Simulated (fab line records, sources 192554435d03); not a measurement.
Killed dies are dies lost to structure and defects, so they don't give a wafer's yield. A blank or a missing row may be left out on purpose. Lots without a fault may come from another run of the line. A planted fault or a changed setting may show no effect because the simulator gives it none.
fab line records | flow n5_finfet | part 2 of 2: steps 23 to 32 of 32
record lots=5 wafers=15 last_day=16
route steps=1938 shown FIN_CUT@176 STI_FIN_REVEAL@183
lots that met no fault: from a run of the same line without faults
start_h: hours from the record's first day to the start of the lot's first wafer shown | wait_h: hours since the lot's step before | " the same as in the row above | L1.1+2: a row that stands for several wafers | - no value, or no start given | * or withheld: withheld | < > ~ a bound
route shown NAME@n: a module of which the file shows steps, and the number in the route of the first | usual: mean/standard deviation of fault-free wafers | same: alike in all rows | chamber/n: place in a boat | sites: the reading at each site | _std_site: their standard deviation | _edge_site: outer sites' mean less inner sites' | radius_mm: how far each site lies from the wafer's centre | mask NAME#n: copy n | behind: the tool/chamber that last shaped the wafer | hold: why the lot was held/for how many hours/how that ended | device: the transistor (n, p or np) that didn't switch | end of line: the same wafers' tests at the end of the route | a step without rows: its recipe alone | killed: dies lost to structure and defects at the first sort, not the wafer's yield | map: a wafer's dies, x killed, . not, _ none there
set.NAME: the setting as run; set.NAME@STEP: as run at that earlier step | model.NAME: the simulator's own value behind a step, which no gauge read
lots at some steps of the route; a table a step, a row a wafer
services: from which hour (start_h, from the record's first day; less than 0 if before it) a tool's chamber was out of use, for how many hours, and why
## steps
# step N5_STI_FIN_REVEAL_PRECLEAN_17
# recipe chemistry=NF3:NH3 afs_cycles=1 temp_c=30 time_s=20 sublimation_temp_c=180 sublimation_time_s=60 pressure_torr=3 rf_power_w=30
# usual rf_power_w=29.98/0.095
# same time_s=20
# columns lot.wafer tool chamber start_h wait_h rf_power_w
L083.3 remote_plasma-01 0 89.83 0.1 29.94
L083.5 " 0 " " 30.04
L083.6 " 0 " " 30.14
L085.1 remote_plasma-02 1 106.74 0.0 29.95
L085.3 " 1 " " 29.96
L085.5 " 1 " " 30.12
L087.1 remote_plasma-02 1 115.52 0.0 29.96
L087.3 " 1 " " 29.95
L087.4 " 1 " " 29.89
L088.1 remote_plasma-02 0 121.59 0.0 29.97
L088.4 " 0 " " 30.03
L088.6 " 0 " " 29.97
L093.2 remote_plasma-02 0 150.58 0.1 29.89
L093.3 " 0 " " 29.87
L093.6 " 0 " " 29.89
# step N5_STI_FIN_REVEAL_ETCH_34
# recipe chemistry=H2 mode=isotropic material=Si target=Si target_depth_a=9.7 temp_c=20 pressure_mtorr=4.5 icp_w=300 bias_w=0 h2_flow_sccm=7.5 he_flow_sccm=142.5
# usual drypump_motor_current_A=5.8/0.46 oes_product_au=0.999/0.018 throttle_valve_pct=25.61/0.28
# same bias_w=0
# columns lot.wafer tool chamber start_h wait_h drypump_motor_current_A oes_product_au rf_hours_counter_h throttle_valve_pct
L083.3 rie_si-02 1 89.97 0.1 5.7 1.020 132 25.60
L083.5 " 0 " " 5.9 1.017 - 25.75
L083.6 " 1 " " 5.7 1.018 - 25.60
L085.1 rie_si-04 2 106.94 0.2 4.9 0.996 8 25.24
L085.3 " 1 " " 5.4 0.970 198 25.72
L085.5 " 2 " " 4.9 1.002 - 25.26
L087.1 rie_si-03 1 115.72 0.2 6.0 0.988 184 26.25
L087.3 " 0 " " 5.1 1.003 87 25.21
L087.4 " 3 " " 5.5 0.987 116 26.08
L088.1 rie_si-04 0 121.80 0.2 6.5 0.966 63 25.30
L088.4 " 2 " " 4.9 0.996 - 25.26
L088.6 " 0 " " 6.5 0.975 - 25.31
L093.2 rie_si-04 1 150.75 0.1 5.4 0.990 0 25.29
L093.3 " 2 " " 4.9 1.004 9 25.26
L093.6 " 2 " " 4.9 0.998 - 25.24
# step N5_STI_FIN_REVEAL_OXIDATION_31
# recipe chemistry=O2_PLASMA_REMOTE temp_c=150 time_s=20 pressure_mtorr=1000 source_power_w=2000 o2_flow_sccm=3000
# usual drypump_motor_current_A=5.4/0.62 heater_power_w=140/7.7
# same time_s=20
# columns lot.wafer tool chamber start_h wait_h drypump_motor_current_A heater_power_w rf_hours_counter_h
L083.3 plasma_asher-01 0 90.05 0.1 6.6 150 -
L083.5 " 0 " " 6.6 148 -
L083.6 " 1 " " 5.3 147 -
L085.1 plasma_asher-02 1 107.00 0.0 5.2 130 91
L085.3 " 0 " " 4.9 143 -
L085.5 " 1 " " 5.2 130 -
L087.1 plasma_asher-01 1 115.78 0.0 5.3 147 49
L087.3 " 0 " " 6.6 147 -
L087.4 " 1 " " 5.3 146 -
L088.1 plasma_asher-02 1 121.86 0.0 5.2 131 94
L088.4 " 1 " " 5.2 131 -
L088.6 " 1 " " 5.2 128 -
L093.2 plasma_asher-02 0 150.81 0.0 4.9 145 101
L093.3 " 1 " " 5.2 129 -
L093.6 " 1 " " 5.2 125 -
# step N5_STI_FIN_REVEAL_PRECLEAN_32
# recipe chemistry=NF3:NH3 afs_cycles=1 temp_c=30 time_s=20 sublimation_temp_c=180 sublimation_time_s=60 pressure_torr=3 rf_power_w=30
# usual rf_power_w=29.98/0.086
# same time_s=20
# columns lot.wafer tool chamber start_h wait_h rf_power_w
L083.3 remote_plasma-02 0 90.18 0.1 29.97
L083.5 " 0 " " 29.97
L083.6 " 0 " " 29.90
L085.1 remote_plasma-01 1 107.09 0.1 29.96
L085.3 " 1 " " 30.11
L085.5 " 1 " " 30.10
L087.1 remote_plasma-01 0 115.86 0.1 29.96
L087.3 " 0 " " 30.02
L087.4 " 0 " " 29.93
L088.1 remote_plasma-02 0 121.94 0.1 29.88
L088.4 " 0 " " 29.94
L088.6 " 0 " " 29.90
L093.2 remote_plasma-02 1 150.92 0.1 29.88
L093.3 " 1 " " 30.01
L093.6 " 1 " " 29.95
# step N5_STI_FIN_REVEAL_STRIP_35
# recipe chemistry=H3PO4 material=Si3N4 temp_c=165 target_depth_a=40 time_s=39
# same time_s=39
# columns lot.wafer tool chamber start_h wait_h
L083.3+5+6 wet_bench-05 3,5,4 90.33 0.1
L085.1+3+5 wet_bench-03 4,1,3 107.30 0.2
L087.1+3+4 wet_bench-02 7,6,5 116.07 0.2
L088.1+4+6 wet_bench-05 7,1,2 122.15 0.2
L093.2+3+6 wet_bench-03 6,0,3 151.10 0.2
# step N5_STI_FIN_REVEAL_SRD_21
# recipe dry=ipa_marangoni time_s=30 temp_c=23 rinse_liquid=diw
# same time_s=30
# columns lot.wafer tool chamber start_h wait_h
L083.3+5+6 wet_bench-05 3,5,4 90.34 0.0
L085.1+3+5 wet_bench-03 4,1,3 107.31 0.0
L087.1+3+4 wet_bench-02 7,6,5 116.09 0.0
L088.1+4+6 wet_bench-05 7,1,2 122.16 0.0
L093.2+3+6 wet_bench-03 6,0,3 151.12 0.0
# step N5_STI_FIN_REVEAL_OXIDATION_33
# recipe chemistry=O2_PLASMA_REMOTE temp_c=150 time_s=20 pressure_mtorr=1000 source_power_w=2000 o2_flow_sccm=3000
# usual drypump_motor_current_A=5.5/0.63 heater_power_w=141/8.3
# same time_s=20
# columns lot.wafer tool chamber start_h wait_h drypump_motor_current_A heater_power_w rf_hours_counter_h
L083.3 plasma_asher-02 1 90.40 0.0 5.2 127 -
L083.5 " 0 " " 4.9 143 -
L083.6 " 1 " " 5.2 128 -
L085.1 plasma_asher-02 0 107.64 0.3 4.9 141 91
L085.3 " 1 " " 5.2 128 -
L085.5 " 0 " " 4.9 148 -
L087.1 plasma_asher-01 1 116.13 0.0 5.3 144 49
L087.3 " 1 " " 5.3 145 -
L087.4 " 0 " " 6.6 146 -
L088.1 plasma_asher-01 0 122.21 0.0 6.6 146 50
L088.4 " 0 " " 6.6 150 -
L088.6 " 1 " " 5.3 146 -
L093.2 plasma_asher-01 0 151.20 0.1 6.6 143 55
L093.3 " 1 " " 5.3 146 -
L093.6 " 0 " " 6.6 147 -
# step N5_STI_FIN_REVEAL_CLEAN_19
# recipe chemistry=O3/DIW temp_c=25 time_s=120 o3_ppm=10
# same time_s=120
# columns lot.wafer tool chamber start_h wait_h
L083.3+5+6 wet_bench-02 6,3,7 90.47 0.0
L085.1+3+5 wet_bench-03 2,0,4 107.73 0.1
L087.1+3+4 wet_bench-02 3,5,6 116.22 0.1
L088.1+4+6 wet_bench-03 3,5,4 122.29 0.1
L093.2+3+6 wet_bench-03 4,2,3 151.29 0.1
# step N5_STI_FIN_REVEAL_SRD_23
# recipe dry=ipa_marangoni time_s=30 temp_c=23 rinse_liquid=diw
# same time_s=30
# columns lot.wafer tool chamber start_h wait_h
L083.3+5+6 wet_bench-02 6,3,7 90.51 0.0
L085.1+3+5 wet_bench-03 2,0,4 107.76 0.0
L087.1+3+4 wet_bench-02 3,5,6 116.25 0.0
L088.1+4+6 wet_bench-03 3,5,4 122.33 0.0
L093.2+3+6 wet_bench-03 4,2,3 151.32 0.0
# step N5_STI_FIN_REVEAL_CD_MEAS_22
# recipe target_cd_nm=6.238 pitch_nm=28 polarity=line
# usual cd_nm=6.19/0.24
# columns lot.wafer tool chamber start_h wait_h cd_nm
L083.3 cd_sem-01 - 90.55 0.0 6.35
L083.5 " - " " 5.86
L083.6 " - " " 6.35
L085.1 cd_sem-02 - 107.80 0.0 6.24
L085.3 " - " " 6.02
L085.5 " - " " 6.27
L087.1 cd_sem-01 - 116.29 0.0 6.21
L087.3 " - " " 6.12
L087.4 " - " " 6.15
L088.1 cd_sem-02 - 122.37 0.0 6.33
L088.4 " - " " 5.96
L088.6 " - " " 6.46
L093.2 cd_sem-03 - 151.37 0.0 5.96
L093.3 " - " " 6.28
L093.6 " - " " 5.78
## services
# columns tool chamber start_h hours kind
rie_diel-05 - 61.15 0.7 repair
fcvd-01 0 65.03 2.2 repair
furnace-02 - 65.72 61.1 repair
wet_bench-02 - 65.84 1.8 repair
rie_si-04 2 70.23 8.0 repair
rie_diel-05 - 76.88 0.9 repair
fcvd-02 - 85.02 0.5 repair
ald_sin-02 3 85.14 14.9 repair
ald_sin-01 - 85.25 14.0 pm
cmp-01 - 91.89 1.9 repair
fcvd-02 - 95.57 2.8 pm
rie_diel-03 1 95.95 26.3 repair
rie_diel-04 0 96.47 9.4 repair
cmp-01 - 100.19 1.4 repair
rie_si-06 3 101.62 9.4 repair
cmp-01 - 106.15 4.0 pm
rie_diel-04 1 108.49 18.2 repair
plasma_asher-02 - 108.90 1.4 repair
fcvd-02 - 109.37 14.6 pm
rie_diel-05 2 110.34 6.6 repair
ald_sin-01 1 125.40 1.6 repair
rie_diel-05 - 125.78 2.8 pm
remote_plasma-02 - 127.08 0.5 repair
rie_diel-03 - 137.82 2.8 pm
